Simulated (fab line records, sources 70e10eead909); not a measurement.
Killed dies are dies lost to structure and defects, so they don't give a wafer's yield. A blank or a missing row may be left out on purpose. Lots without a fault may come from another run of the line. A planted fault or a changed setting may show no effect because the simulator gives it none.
Chamber matching | flow nand_harc | NHARC_A_CONTACT_DEP_24 on pecvd-03: 3 sister chambers
The step deposits SiO2, target thk 500 nm. 16 wafers are shown with their chamber, then 8 later ones without.

WAFERS WITH THEIR CHAMBER
wafer  | chamber | throttle_valve_pct (%) | heater_power_w (W)
L074.2 | 2       | 16.3                   | 535
L074.5 | 0       | 16.0                   | 427
L074.6 | 2       | 16.2                   | 569
L076.1 | 2       | 16.2                   | 544
L076.2 | 0       | 16.1                   | 416
L076.5 | 0       | 16.1                   | 443
L079.2 | 0       | 16.3                   | 395
L079.5 | 2       | 16.2                   | 636
L079.6 | 0       | 15.9                   | 408
L080.3 | 1       | 15.4                   | 647
L080.4 | 1       | 15.4                   | 487
L080.5 | 2       | 16.2                   | 641
L083.1 | 2       | 16.5                   | 594
L083.2 | 1       | 15.6                   | 586
L083.6 | 0       | 16.2                   | 405
L090.2 | 1       | 15.3                   | 624

SIGNATURES (means of the wafers above)
reading            | chamber 0 | chamber 1 | chamber 2 | scatter within a chamber
throttle_valve_pct | 16.100    | 15.425    | 16.267    | 0.13
heater_power_w     | 415.67    | 586.00    | 586.50    | 45.3
Rule: a wafer's distance from a chamber is the root of the sum, over the readings, of the square of ((its reading less the chamber's mean) divided by the reading's scatter). The wafer belongs to the nearest chamber; if the next one is less than 2 further off, it can't be placed. The scatter: the root of (the sum of the squares of (reading less its chamber's mean) over the shown wafers, divided by (wafers less chambers)).

WAFERS WITHOUT THEIR CHAMBER
wafer  | throttle_valve_pct (%) | heater_power_w (W)
L090.4 | 16.3                   | 425
L090.5 | 16.5                   | 576
L092.1 | 15.3                   | 424
L092.3 | 15.7                   | 603
L092.6 | 15.7                   | 609
L096.2 | 15.3                   | 332
L096.3 | 15.5                   | 659
L096.4 | 15.2                   | 357

WHICH CHAMBER EACH WENT THROUGH
wafer  | from the rows above     | in truth
L090.4 | 0                       | 0
L090.5 | 2                       | 2
L092.1 | 1                       | 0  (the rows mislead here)
L092.3 | 1                       | 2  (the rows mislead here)
L092.6 | 1                       | 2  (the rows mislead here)
L096.2 | can't be placed: 1 or 0 | 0
L096.3 | 1                       | 1
L096.4 | can't be placed: 1 or 0 | 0
Placed correctly: 3 of 8. Can't be placed from these rows: 2 (the true chamber is among the candidates in 2). Placed wrongly: 3.
